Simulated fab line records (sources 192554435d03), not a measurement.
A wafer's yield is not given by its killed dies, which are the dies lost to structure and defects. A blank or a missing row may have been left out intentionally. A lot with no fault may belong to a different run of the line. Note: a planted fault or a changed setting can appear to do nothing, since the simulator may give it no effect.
fab line records ; flow n5_finfet
[record] lots = 7; wafers = 39
route steps=1938 shown BEOL_M12@1602 BEOL_M13@1706 BEOL_M15@1820 PASSIVATION@1910
start_h: the number of hours between the record's first day and the start of the first shown wafer of the lot ; wait_h: hours from the lot's prior step to this one ; " the same as in the row above ; L1.1+2: a single row standing in for several wafers ; - no value, or no start was given ; * or withheld: withheld ; < > ~ a bound
route shown NAME@n: NAME is a module with steps in the file, n the number in the route of the first one ; usual: mean and standard deviation over wafers with no fault ; same: alike in all rows ; chamber/n: place in a boat ; sites: readings site by site ; _std_site: standard deviation across them ; _edge_site: inner sites' mean taken away from outer sites' mean ; radius_mm: how far each site lies from the wafer's centre ; mask NAME#n: copy n ; behind: the tool/chamber that last shaped the wafer ; hold: reason for holding the lot/hours on hold/outcome of the hold ; device: transistor that didn't switch, given as n, p or np ; end of line: the tests these same wafers got at the end of their route ; where a step has no rows: the recipe by itself ; killed: the dies lost at the first sort to structure and to defects; this is not the yield of the wafer ; map: the dies of a wafer, with x for killed, . for not killed, _ for no die there
set.NAME: the setting the step ran with; set.NAME@STEP: the setting that earlier step ran with ; model.NAME: the simulator's own value behind a step, which no gauge read
lots whose settings were changed on purpose; a table a step, a row a wafer
[[steps]]
[step N5_BEOL_M12_ILD_DEP_00]
[recipe] material = SiOC; target_thk_a = 6589.2; temp_c = 350; precursor = DEMS/O2; pressure_torr = 5; rf_w = 500; time_s = 130.7
lot.wafer;tool;chamber;start_h;wait_h;set.time_s;model.SiOC_of_BEOL_M12_ILD_DEP_00.thk_nm
L074.1;pecvd-01;1;248.60;0.0;193.2;965.6
L074.2;pecvd-01;2;248.60;0.0;193.2;968.6
L074.3;pecvd-01;0;248.60;0.0;130.7;660.4
L074.4;pecvd-01;1;248.60;0.0;130.7;666.2
L074.5;pecvd-01;2;248.60;0.0;130.7;661.4
L074.6;pecvd-01;0;248.60;0.0;193.2;978.8
L075.1;pecvd-02;1;253.28;0.0;130.7;662.8
L075.2;pecvd-02;0;253.28;0.0;162.8;810
L075.3;pecvd-02;2;253.28;0.0;162.8;820.4
L075.4;pecvd-02;1;253.28;0.0;130.7;675.6
L075.5;pecvd-02;2;253.28;0.0;162.8;838.4
L075.6;pecvd-02;0;253.28;0.0;130.7;660.4
L080.1;pecvd-01;0;275.71;0.0;169;848.6
L080.2;pecvd-01;2;275.71;0.0;169;848.2
L080.3;pecvd-01;1;275.71;0.0;169;843
L080.4;pecvd-01;0;275.71;0.0;130.7;658.2
L080.5;pecvd-01;1;275.71;0.0;130.7;661.8
L080.6;pecvd-01;2;275.71;0.0;130.7;667.6
L086.1;pecvd-03;1;328.46;0.0;130.7;663.8
L086.2;pecvd-03;0;328.46;0.0;130.7;651.8
L086.3;pecvd-03;2;328.46;0.0;130.7;644.8
L086.4;pecvd-03;1;328.46;0.0;130.7;659.6
L086.5;pecvd-03;0;328.46;0.0;130.7;666.8
L086.6;pecvd-03;2;328.46;0.0;130.7;658.4
L091.1;pecvd-01;0;339.04;0.1;130.7;645.8
L091.2;pecvd-01;2;339.04;0.1;130.7;653.4
L091.3;pecvd-01;1;339.04;0.1;183.7;915.6
L091.4;pecvd-01;0;339.04;0.1;183.7;930.2
L091.5;pecvd-01;2;339.04;0.1;183.7;923.6
L091.6;pecvd-01;1;339.04;0.1;130.7;671.6
L095.1;pecvd-02;2;374.12;0.0;130.7;657.4
L095.5;pecvd-02;0;374.12;0.0;130.7;657
L095.6;pecvd-02;1;374.12;0.0;130.7;658
L097.1;pecvd-03;1;392.08;0.0;130.7;679.4
L097.2;pecvd-03;2;392.08;0.0;130.7;664
L097.3;pecvd-03;0;392.08;0.0;130.7;669.2
L097.4;pecvd-03;0;392.08;0.0;130.7;691.4
L097.5;pecvd-03;2;392.08;0.0;130.7;668.6
L097.6;pecvd-03;1;392.08;0.0;130.7;680
[step N5_BEOL_M12_THK_MEAS_01]
[recipe] reads = SiOC_of_BEOL_M12_ILD_DEP_00
[usual] M12_ILD_THK = 659/9
lot.wafer;tool;chamber;start_h;wait_h;set.time_s@BEOL_M12_ILD_DEP_00;M12_ILD_THK[nm]
L074.1;film_metro-02;-;248.73;0.1;193.2;965
L074.2;film_metro-02;-;248.73;0.1;193.2;968
L074.3;film_metro-02;-;248.73;0.1;130.7;661
L074.4;film_metro-02;-;248.73;0.1;130.7;666
L074.5;film_metro-02;-;248.73;0.1;130.7;661
L074.6;film_metro-02;-;248.73;0.1;193.2;979
L075.1;film_metro-02;-;253.41;0.1;130.7;663
L075.2;film_metro-02;-;253.41;0.1;162.8;810
L075.3;film_metro-02;-;253.41;0.1;162.8;820
L075.4;film_metro-02;-;253.41;0.1;130.7;675
L075.5;film_metro-02;-;253.41;0.1;162.8;839
L075.6;film_metro-02;-;253.41;0.1;130.7;661
L080.1;film_metro-02;-;275.84;0.1;169;849
L080.2;film_metro-02;-;275.84;0.1;169;848
L080.3;film_metro-02;-;275.84;0.1;169;843
L080.4;film_metro-02;-;275.84;0.1;130.7;658
L080.5;film_metro-02;-;275.84;0.1;130.7;662
L080.6;film_metro-02;-;275.84;0.1;130.7;668
L086.1;film_metro-02;-;328.60;0.1;130.7;664
L086.2;film_metro-02;-;328.60;0.1;130.7;652
L086.3;film_metro-02;-;328.60;0.1;130.7;645
L086.4;film_metro-02;-;328.60;0.1;130.7;660
L086.5;film_metro-02;-;328.60;0.1;130.7;667
L086.6;film_metro-02;-;328.60;0.1;130.7;659
L091.1;film_metro-01;-;339.17;0.1;130.7;646
L091.2;film_metro-01;-;339.17;0.1;130.7;653
L091.3;film_metro-01;-;339.17;0.1;183.7;916
L091.4;film_metro-01;-;339.17;0.1;183.7;930
L091.5;film_metro-01;-;339.17;0.1;183.7;924
L091.6;film_metro-01;-;339.17;0.1;130.7;672
L095.1;film_metro-02;-;374.26;0.1;130.7;657
L095.5;film_metro-02;-;374.26;0.1;130.7;657
L095.6;film_metro-02;-;374.26;0.1;130.7;658
L097.1;film_metro-02;-;392.21;0.1;130.7;679
L097.2;film_metro-02;-;392.21;0.1;130.7;664
L097.3;film_metro-02;-;392.21;0.1;130.7;669
L097.4;film_metro-02;-;392.21;0.1;130.7;692
L097.5;film_metro-02;-;392.21;0.1;130.7;669
L097.6;film_metro-02;-;392.21;0.1;130.7;680
[step N5_BEOL_M12_COAT_58]
[recipe] resist = BARC; temp_c = 205; time_s = 60; spin_rpm = 1500; resist_thk_nm = 89
[step N5_BEOL_M12_COAT_04]
[recipe] spin_rpm = 1625; resist_thk_nm = 400
[step N5_BEOL_M12_DESCUM_15]
[recipe] chemistry = O2; time_s = 7.9; source_power_w = 50; bias_power_w = 20; pressure_mtorr = 20; rf_frequency_hz = 2.712e+07; temp_c = 40; o2_flow_sccm = 225
[step N5_BEOL_M12_ETCH_59]
[recipe] chemistry = N2/H2; target = BARC; target_depth_a = 890; overetch_a = 267; time_s = 67.9; ion_energy_ev = 200; pressure_mtorr = 30; source_w = 840; bias_w = 150; n2_flow_sccm = 200; h2_flow_sccm = 200
[step N5_BEOL_M12_VIA_ETCH_16]
[recipe] chemistry = C4F8/O2/Ar; target = SiOC; pressure_mtorr = 30; source_w = 3000; bias_w = 700; Ar_flow_sccm = 400; C4F8_flow_sccm = 15; O2_flow_sccm = 8; he_inner_torr = 15; he_outer_torr = 30; target_depth_a = 7248; time_s = withheld; ion_energy_ev = 250; ends = cleared
lot.wafer;tool;chamber;start_h;wait_h;set.time_s@BEOL_M12_ILD_DEP_00;model.etch.depth_nm;model.coat_of_BEOL_M12_COAT_04.thk_nm
L074.1;rie_diel-01;3;249.37;0.0;*;965.6;31
L074.2;rie_diel-01;1;249.37;0.0;*;968.6;32
L074.3;rie_diel-01;2;249.37;0.0;*;660.4;118.6
L074.4;rie_diel-01;0;249.37;0.0;*;666.2;117.6
L074.5;rie_diel-01;1;249.37;0.0;*;661.4;123.4
L074.6;rie_diel-01;0;249.37;0.0;*;978.8;25.6
L075.1;rie_diel-01;2;254.03;0.0;*;662.7;116.8
L075.2;rie_diel-01;1;254.03;0.0;*;810;78.8
L075.3;rie_diel-01;0;254.03;0.0;*;820.4;71.2
L075.4;rie_diel-01;3;254.03;0.0;*;675.6;116.8
L075.5;rie_diel-01;0;254.03;0.0;*;838.4;66.4
L075.6;rie_diel-01;3;254.03;0.0;*;660.4;120.2
L080.1;rie_diel-01;3;276.32;0.0;*;848.6;66.2
L080.2;rie_diel-01;1;276.32;0.0;*;848.3;69.8
L080.3;rie_diel-01;2;276.32;0.0;*;843;66.4
L080.4;rie_diel-01;0;276.32;0.0;*;658.2;120.6
L080.5;rie_diel-01;0;276.32;0.0;*;661.8;119.6
L080.6;rie_diel-01;1;276.32;0.0;*;667.6;124
L086.1;rie_diel-01;0;329.07;0.0;*;663.8;118
L086.2;rie_diel-01;1;329.07;0.0;*;651.8;127.2
L086.3;rie_diel-01;3;329.07;0.0;*;644.9;125.2
L086.4;rie_diel-01;2;329.07;0.0;*;659.5;119.6
L086.5;rie_diel-01;0;329.07;0.0;*;666.9;116.6
L086.6;rie_diel-01;3;329.07;0.0;*;658.5;122
L091.1;rie_diel-01;0;339.67;0.0;*;645.8;123.8
L091.2;rie_diel-01;3;339.67;0.0;*;653.5;123.2
L091.3;rie_diel-01;2;339.67;0.0;*;915.7;43.4
L091.4;rie_diel-01;1;339.67;0.0;*;930.2;44.4
L091.5;rie_diel-01;3;339.67;0.0;*;923.6;43.2
L091.6;rie_diel-01;0;339.67;0.0;*;671.7;115
L095.1;rie_diel-03;0;375.09;0.0;*;657.4;123.4
L095.5;rie_diel-03;0;375.09;0.0;*;656.9;123.6
L095.6;rie_diel-03;1;375.09;0.0;*;658;122.8
L097.1;rie_diel-03;2;392.82;0.0;*;679.3;118.8
L097.2;rie_diel-03;3;392.82;0.0;*;664;119.2
L097.3;rie_diel-03;1;392.82;0.0;*;669.2;119.2
L097.4;rie_diel-03;3;392.82;0.0;*;691.3;111.8
L097.5;rie_diel-03;2;392.82;0.0;*;668.7;122
L097.6;rie_diel-03;1;392.82;0.0;*;680.1;116.2
[step N5_BEOL_M12_STRIP_63]
[recipe] chemistry = N2/H2; power_w = 1000; temp_c = 250; h2_frac = 0.65; overash_fraction = 0.3; pressure_mtorr = 1000; n2_flow_sccm = 1750; h2_flow_sccm = 3250
[usual] oes_product_au = 0.692/0.0046; strip_time_to_endpoint_s = 42.2/0.92
lot.wafer;tool;chamber;start_h;wait_h;set.time_s@BEOL_M12_ILD_DEP_00;oes_product_au;strip_time_to_endpoint_s
L074.1;plasma_asher-01;0;249.57;-;193.2;0.641;15.4
L074.2;plasma_asher-01;1;249.57;-;193.2;0.642;15.7
L074.3;plasma_asher-01;1;249.57;-;130.7;0.697;41.3
L074.4;plasma_asher-01;0;249.57;-;130.7;0.693;41.0
L074.5;plasma_asher-01;1;249.57;-;130.7;0.701;42.6
L074.6;plasma_asher-01;0;249.57;-;193.2;0.636;13.5
L075.1;plasma_asher-02;1;254.24;-;130.7;0.696;40.8
L075.2;plasma_asher-02;0;254.24;-;162.8;0.678;30.2
L075.3;plasma_asher-02;0;254.24;-;162.8;0.673;28.0
L075.4;plasma_asher-02;1;254.24;-;130.7;0.688;40.8
L075.5;plasma_asher-02;1;254.24;-;162.8;0.672;26.6
L075.6;plasma_asher-02;0;254.24;-;130.7;0.694;41.8
L080.1;plasma_asher-01;1;276.52;-;169;0.673;26.5
L080.2;plasma_asher-01;0;276.52;-;169;0.672;27.6
L080.3;plasma_asher-01;1;276.52;-;169;0.668;26.6
L080.4;plasma_asher-01;0;276.52;-;130.7;0.688;41.8
L080.5;plasma_asher-01;0;276.52;-;130.7;0.690;41.6
L080.6;plasma_asher-01;1;276.52;-;130.7;0.692;42.7
L086.1;plasma_asher-02;1;329.27;-;130.7;0.691;41.1
L086.2;plasma_asher-02;0;329.27;-;130.7;0.697;43.6
L086.3;plasma_asher-02;0;329.27;-;130.7;0.689;43.1
L086.4;plasma_asher-02;1;329.27;-;130.7;0.689;41.6
L086.5;plasma_asher-02;0;329.27;-;130.7;0.690;40.7
L086.6;plasma_asher-02;1;329.27;-;130.7;0.693;42.2
L091.1;plasma_asher-02;0;339.87;-;130.7;0.699;42.7
L091.2;plasma_asher-02;1;339.87;-;130.7;0.693;42.5
L091.3;plasma_asher-02;0;339.87;-;183.7;0.656;19.5
L091.4;plasma_asher-02;1;339.87;-;183.7;0.658;19.8
L091.5;plasma_asher-02;0;339.87;-;183.7;0.657;19.5
L091.6;plasma_asher-02;1;339.87;-;130.7;0.690;40.3
L095.1;plasma_asher-01;0;375.29;-;130.7;0.693;42.6
L095.5;plasma_asher-01;0;375.29;-;130.7;0.699;42.7
L095.6;plasma_asher-01;1;375.29;-;130.7;0.686;42.5
L097.1;plasma_asher-02;1;393.02;-;130.7;0.680;41.4
L097.2;plasma_asher-02;0;393.02;-;130.7;0.693;41.5
L097.3;plasma_asher-02;1;393.02;-;130.7;0.691;41.4
L097.4;plasma_asher-02;0;393.02;-;130.7;0.688;39.5
L097.5;plasma_asher-02;0;393.02;-;130.7;0.693;42.2
L097.6;plasma_asher-02;1;393.02;-;130.7;0.682;40.7
[step N5_BEOL_M13_SPUTTER_44]
[recipe] material = Ta; target_thk_a = 100; temp_c = 50; bias_v = 80; power_w = 15000; chamber_pressure_pa = 0.07; time_s = 16.13
lot.wafer;tool;chamber;start_h;wait_h;set.target_thk_a;model.Ta_of_BEOL_M13_SPUTTER_44.thk_nm
L074.1;pvd_sputter-01;-;259.87;0.0;58.05;5.8
L074.2;pvd_sputter-01;-;259.87;0.0;100;10.2
L074.3+5;pvd_sputter-01;-;259.87;0.0;58.05;6
L074.4+6;pvd_sputter-01;-;259.87;0.0;100;10
L075.1;pvd_sputter-02;-;269.61;0.0;100;9.8
L075.2;pvd_sputter-02;-;269.61;0.0;152.9;15.2
L075.3+4;pvd_sputter-02;-;269.61;0.0;100;10
L075.5+6;pvd_sputter-02;-;269.61;0.0;152.9;15.4
L080.1+3+5;pvd_sputter-03;-;297.96;0.0;100;10
L080.2+4+6;pvd_sputter-03;-;297.96;0.0;77.58;7.8
L086.1;pvd_sputter-02;-;337.31;0.0;147.8;14.8
L086.2+6;pvd_sputter-02;-;337.31;0.0;147.8;14.6
L086.3;pvd_sputter-02;-;337.31;0.0;100;9.6
L086.4+5;pvd_sputter-02;-;337.31;0.0;100;10
L091.1+4;pvd_sputter-03;-;348.58;0.0;100;9.8
L091.2+5+6;pvd_sputter-03;-;348.58;0.0;53.02;5.2
L091.3;pvd_sputter-03;-;348.58;0.0;100;10
L095.1;pvd_sputter-02;-;381.51;0.0;100;10
L095.5;pvd_sputter-02;-;381.51;0.0;100;10.2
L095.6;pvd_sputter-02;-;381.51;0.0;100;9.8
L097.1+3;pvd_sputter-02;-;399.78;0.0;40.81;4
L097.2;pvd_sputter-02;-;399.78;0.0;40.81;4.2
L097.4+5;pvd_sputter-02;-;399.78;0.0;100;10
L097.6;pvd_sputter-02;-;399.78;0.0;100;9.8
[step N5_BEOL_M13_SPUTTER_45]
[recipe] material = Cu; target_thk_a = 800; temp_c = -20; bias_v = 60; power_w = 26000; chamber_pressure_pa = 0.13; time_s = 13.33
[step N5_BEOL_M13_ECD_47]
[recipe] material = Cu; target_thk_a = 9360
[step N5_BEOL_M13_ANNEAL_48]
[recipe] temp_c = 225; time_s = 90; ambient = N2
[step N5_BEOL_M13_CMP_49]
[recipe] stop_on = SiOC; t_overpolish_s = 17.1; down_force_psi = 1; platen_rpm = 50; clearing_platen_down_force_psi = 1.5; clearing_platen_rpm = 50; post_cmp_clean = cu_alkaline; target_thk_nm = 420; clearing_platen_pad_velocity_m_s = 0.99484; pad_velocity_m_s = 0.99484
[usual] barrier_field_endpoint_s = 29.8/0.97
lot.wafer;tool;chamber;start_h;wait_h;set.target_thk_a@BEOL_M13_SPUTTER_44;barrier_field_endpoint_s
L074.4;cmp-04;3;260.74;0.3;100;28.4
L074.3;cmp-04;0;260.74;0.3;58.05;24.6
L074.2;cmp-04;1;260.74;0.3;100;30.0
L074.1;cmp-04;2;260.74;0.3;58.05;25.2
L074.5;cmp-04;3;260.74;0.3;58.05;23.9
L074.6;cmp-04;0;260.74;0.3;100;29.3
L075.1;cmp-03;0;270.27;0.3;100;29.0
L075.4;cmp-03;1;270.27;0.3;100;31.1
L075.2;cmp-03;2;270.27;0.3;152.9;35.7
L075.3;cmp-03;3;270.27;0.3;100;29.6
L075.5;cmp-03;0;270.27;0.3;152.9;35.0
L075.6;cmp-03;1;270.27;0.3;152.9;37.2
L080.3;cmp-04;3;298.74;0.2;100;29.9
L080.4;cmp-04;0;298.74;0.2;77.58;28.2
L080.1;cmp-04;1;298.74;0.2;100;30.1
L080.2;cmp-04;2;298.74;0.2;77.58;28.3
L080.6;cmp-04;3;298.74;0.2;77.58;27.1
L080.5;cmp-04;0;298.74;0.2;100;29.9
L086.1;cmp-04;1;338.45;0.3;147.8;34.3
L086.3;cmp-04;2;338.45;0.3;100;30.5
L086.4;cmp-04;3;338.45;0.3;100;29.0
L086.2;cmp-04;0;338.45;0.3;147.8;34.8
L086.5;cmp-04;1;338.45;0.3;100;29.0
L086.6;cmp-04;2;338.45;0.3;147.8;36.8
L091.2;cmp-03;0;349.24;0.2;53.02;22.7
L091.1;cmp-03;1;349.24;0.2;100;29.6
L091.3;cmp-03;2;349.24;0.2;100;29.0
L091.4;cmp-03;3;349.24;0.2;100;29.2
L091.6;cmp-03;0;349.24;0.2;53.02;22.9
L091.5;cmp-03;1;349.24;0.2;53.02;23.9
L095.1;cmp-02;3;382.69;0.3;100;31.1
L095.5;cmp-02;2;382.69;0.3;100;30.0
L095.6;cmp-02;3;382.69;0.3;100;31.1
L097.2;cmp-03;1;401.28;0.4;40.81;22.6
L097.1;cmp-03;2;401.28;0.4;40.81;21.8
L097.3;cmp-03;3;401.28;0.4;40.81;21.9
L097.4;cmp-03;0;401.28;0.4;100;27.6
L097.5;cmp-03;1;401.28;0.4;100;29.2
L097.6;cmp-03;2;401.28;0.4;100;29.0
[step N5_BEOL_M15_SPUTTER_44]
[recipe] material = Ta; target_thk_a = 150; temp_c = 50; bias_v = 80; power_w = 15000; chamber_pressure_pa = 0.07; time_s = 24.19
lot.wafer;tool;chamber;start_h;wait_h;set.time_s;model.Ta_of_BEOL_M15_SPUTTER_44.thk_nm
L074.1;pvd_sputter-02;-;279.45;0.0;29.28;18.6
L074.2+5;pvd_sputter-02;-;279.45;0.0;29.28;18.2
L074.3;pvd_sputter-02;-;279.45;0.0;24.19;15
L074.4;pvd_sputter-02;-;279.45;0.0;24.19;15.4
L074.6;pvd_sputter-02;-;279.45;0.0;24.19;14.8
L075.1+2+5;pvd_sputter-01;-;285.32;0.0;36.77;23.4
L075.3;pvd_sputter-01;-;285.32;0.0;24.19;15.2
L075.4+6;pvd_sputter-01;-;285.32;0.0;24.19;15.4
L080.1;pvd_sputter-01;-;308.79;0.0;18.17;11.4
L080.2;pvd_sputter-01;-;308.79;0.0;24.19;15.2
L080.3;pvd_sputter-01;-;308.79;0.0;24.19;15.4
L080.4;pvd_sputter-01;-;308.79;0.0;24.19;15
L080.5;pvd_sputter-01;-;308.79;0.0;18.17;11.2
L080.6;pvd_sputter-01;-;308.79;0.0;18.17;11.6
L086.1;pvd_sputter-03;-;354.61;0.0;24.19;15.2
L086.2;pvd_sputter-03;-;354.61;0.0;14.39;8.8
L086.3;pvd_sputter-03;-;354.61;0.0;14.39;9
L086.4;pvd_sputter-03;-;354.61;0.0;24.19;15
L086.5;pvd_sputter-03;-;354.61;0.0;24.19;14.8
L086.6;pvd_sputter-03;-;354.61;0.0;14.39;8.6
L091.1+6;pvd_sputter-02;-;362.57;0.0;28.49;17.4
L091.2;pvd_sputter-02;-;362.57;0.0;24.19;14.8
L091.3;pvd_sputter-02;-;362.57;0.0;24.19;14.6
L091.4;pvd_sputter-02;-;362.57;0.0;28.49;17.8
L091.5;pvd_sputter-02;-;362.57;0.0;24.19;15
L095.1+5;pvd_sputter-01;-;390.85;0.0;24.19;14.8
L095.6;pvd_sputter-01;-;390.85;0.0;24.19;15
L097.1+4;pvd_sputter-03;-;415.64;0.0;24.19;15.4
L097.2+3+5+6;pvd_sputter-03;-;415.64;0.0;24.19;15
[step N5_BEOL_M15_SPUTTER_45]
[recipe] material = Cu; target_thk_a = 1000; temp_c = -20; bias_v = 60; power_w = 26000; chamber_pressure_pa = 0.13; time_s = 16.67
[step N5_BEOL_M15_ECD_47]
[recipe] material = Cu; target_thk_a = 18600
[step N5_BEOL_M15_ANNEAL_48]
[recipe] temp_c = 225; time_s = 90; ambient = N2
[step N5_BEOL_M15_CMP_49]
[recipe] stop_on = SiO2; t_overpolish_s = 4.9; down_force_psi = 2; platen_rpm = 80; clearing_platen_down_force_psi = 2; clearing_platen_rpm = 80; post_cmp_clean = cu_alkaline; target_thk_nm = 850; clearing_platen_pad_velocity_m_s = 1.5917; pad_velocity_m_s = 1.5917
[usual] barrier_field_endpoint_s = 11.1/0.31
lot.wafer;tool;chamber;start_h;wait_h;set.time_s@BEOL_M15_SPUTTER_44;barrier_field_endpoint_s
L074.1;cmp-01;2;280.19;0.3;29.28;12.5
L074.2;cmp-01;3;280.19;0.3;29.28;12.6
L074.3;cmp-01;0;280.19;0.3;24.19;10.8
L074.4;cmp-01;1;280.19;0.3;24.19;11.4
L074.5;cmp-01;2;280.19;0.3;29.28;12.2
L074.6;cmp-01;3;280.19;0.3;24.19;10.8
L075.1;cmp-01;1;286.07;0.3;36.77;13.9
L075.2;cmp-01;2;286.07;0.3;36.77;14.4
L075.3;cmp-01;3;286.07;0.3;24.19;11.1
L075.4;cmp-01;0;286.07;0.3;24.19;11.3
L075.5;cmp-01;1;286.07;0.3;36.77;14.4
L075.6;cmp-01;2;286.07;0.3;24.19;11.5
L080.1;cmp-03;1;309.56;0.3;18.17;9.9
L080.2;cmp-03;2;309.56;0.3;24.19;10.8
L080.3;cmp-03;3;309.56;0.3;24.19;10.9
L080.4;cmp-03;0;309.56;0.3;24.19;10.5
L080.5;cmp-03;1;309.56;0.3;18.17;9.7
L080.6;cmp-03;2;309.56;0.3;18.17;9.9
L086.2;cmp-04;1;355.76;0.2;14.39;8.7
L086.3;cmp-04;2;355.76;0.2;14.39;9.0
L086.4;cmp-04;3;355.76;0.2;24.19;10.7
L086.1;cmp-04;0;355.76;0.2;24.19;11.1
L086.6;cmp-04;1;355.76;0.2;14.39;8.7
L086.5;cmp-04;2;355.76;0.2;24.19;11.6
L091.4;cmp-01;2;363.33;0.1;28.49;12.5
L091.3;cmp-01;3;363.33;0.1;24.19;10.8
L091.1;cmp-01;0;363.33;0.1;28.49;12.3
L091.2;cmp-01;1;363.33;0.1;24.19;11.2
L091.6;cmp-01;2;363.33;0.1;28.49;12.4
L091.5;cmp-01;3;363.33;0.1;24.19;11.0
L095.1;cmp-03;0;391.63;0.3;24.19;10.7
L095.5;cmp-03;3;391.63;0.3;24.19;10.8
L095.6;cmp-03;0;391.63;0.3;24.19;10.4
L097.4;cmp-04;3;416.38;0.1;24.19;11.1
L097.2;cmp-04;0;416.38;0.1;24.19;11.2
L097.3;cmp-04;1;416.38;0.1;24.19;11.4
L097.1;cmp-04;2;416.38;0.1;24.19;12.1
L097.6;cmp-04;3;416.38;0.1;24.19;11.0
L097.5;cmp-04;0;416.38;0.1;24.19;11.5
[step N5_PASSIVATION_ETCH_59]
[recipe] chemistry = Cl2/BCl3; target = TaN; target_depth_a = 650; time_s = 34.9; ion_energy_ev = 100; pressure_mtorr = 10; icp_w = 900; bias_w = 100; Cl2_flow_sccm = 60; bcl3_flow_sccm = 30
lot.wafer;tool;chamber;start_h;wait_h;set.time_s;model.etch.depth_nm
L074.1;rie_metal-02;1;289.92;0.3;34.9;69.66
L074.2;rie_metal-02;0;289.92;0.3;34.9;62.37
L074.3;rie_metal-02;0;289.92;0.3;47.45;84.11
L074.4;rie_metal-02;1;289.92;0.3;34.9;69.62
L074.5;rie_metal-02;1;289.92;0.3;47.45;95.23
L074.6;rie_metal-02;0;289.92;0.3;47.45;84.76
L075.1;rie_metal-02;1;296.25;0.7;34.9;70.51
L075.2;rie_metal-02;1;296.25;0.7;34.9;70.02
L075.3;rie_metal-02;1;296.25;0.7;25.58;51.49
L075.4;rie_metal-02;1;296.25;0.7;25.58;51.76
L075.5;rie_metal-02;1;296.25;0.7;25.58;51.43
L075.6;rie_metal-02;1;296.25;0.7;34.9;70.9
L080.1;rie_metal-01;0;319.71;0.3;34.9;64.14
L080.2;rie_metal-01;1;319.71;0.3;34.9;69.22
L080.3;rie_metal-01;0;319.71;0.3;34.9;64.19
L080.4;rie_metal-01;1;319.71;0.3;34.9;68.71
L080.5;rie_metal-01;1;319.71;0.3;34.9;69.3
L080.6;rie_metal-01;0;319.71;0.3;34.9;64.1
L086.1;rie_metal-01;0;367.30;0.3;34.9;63.2
L086.2;rie_metal-01;1;367.30;0.3;34.9;68.41
L086.3;rie_metal-01;1;367.30;0.3;29.44;57.19
L086.4;rie_metal-01;0;367.30;0.3;29.44;53.66
L086.5;rie_metal-01;1;367.30;0.3;34.9;68.09
L086.6;rie_metal-01;0;367.30;0.3;29.44;53
L091.1;rie_metal-01;1;374.76;0.4;34.9;67.79
L091.2;rie_metal-01;0;374.76;0.4;15.2;27.31
L091.3;rie_metal-01;1;374.76;0.4;15.2;29.67
L091.4;rie_metal-01;0;374.76;0.4;15.2;27.23
L091.5;rie_metal-01;1;374.76;0.4;34.9;67.73
L091.6;rie_metal-01;0;374.76;0.4;34.9;62.83
L095.1;rie_metal-03;1;402.76;0.3;34.9;67.5
L095.5;rie_metal-03;1;402.76;0.3;34.9;67.73
L095.6;rie_metal-03;0;402.76;0.3;34.9;67.54
L097.1;rie_metal-03;1;433.31;0.3;34.9;68.57
L097.2;rie_metal-03;0;433.31;0.3;28.15;54.96
L097.3;rie_metal-03;1;433.31;0.3;28.15;55.17
L097.4;rie_metal-03;0;433.31;0.3;34.9;67.34
L097.5;rie_metal-03;0;433.31;0.3;28.15;54.61
L097.6;rie_metal-03;1;433.31;0.3;34.9;68.12
[[key]]
[split] step = N5_BEOL_M12_ILD_DEP_00; setting = time_s; stated = 130.7; by = wafer
[response] step = N5_BEOL_M12_ILD_DEP_00; reading = model.SiOC_of_BEOL_M12_ILD_DEP_00.thk_nm; change = +6.45; per = 1%; r = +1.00
[response] step = N5_BEOL_M12_THK_MEAS_01; reading = M12_ILD_THK; change = +6.44; per = 1%; r = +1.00
[response] step = N5_BEOL_M12_VIA_ETCH_16; reading = model.etch.depth_nm; change = +6.45; per = 1%; r = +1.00
[response] step = N5_BEOL_M12_VIA_ETCH_16; reading = model.coat_of_BEOL_M12_COAT_04.thk_nm; change = -1.88; per = 1%; r = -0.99
[response] step = N5_BEOL_M12_STRIP_63; reading = oes_product_au; change = -0.000971; per = 1%; r = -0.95
[response] step = N5_BEOL_M12_STRIP_63; reading = strip_time_to_endpoint_s; change = *; per = 1%; r = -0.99
[split] step = N5_BEOL_M13_SPUTTER_44; setting = target_thk_a; stated = 100; by = wafer
[response] step = N5_BEOL_M13_SPUTTER_44; reading = model.Ta_of_BEOL_M13_SPUTTER_44.thk_nm; change = +0.0999; per = 1%; r = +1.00
[response] step = N5_BEOL_M13_CMP_49; reading = barrier_field_endpoint_s; change = +0.116; per = 1%; r = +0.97
[split] step = N5_BEOL_M15_SPUTTER_44; setting = time_s; stated = 24.19; by = wafer
[response] step = N5_BEOL_M15_SPUTTER_44; reading = model.Ta_of_BEOL_M15_SPUTTER_44.thk_nm; change = +0.154; per = 1%; r = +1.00
[response] step = N5_BEOL_M15_CMP_49; reading = barrier_field_endpoint_s; change = +0.0562; per = 1%; r = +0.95
[split] step = N5_PASSIVATION_ETCH_59; setting = time_s; stated = 34.9; by = wafer
[response] step = N5_PASSIVATION_ETCH_59; reading = model.etch.depth_nm; change = +0.661; per = 1%; r = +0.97
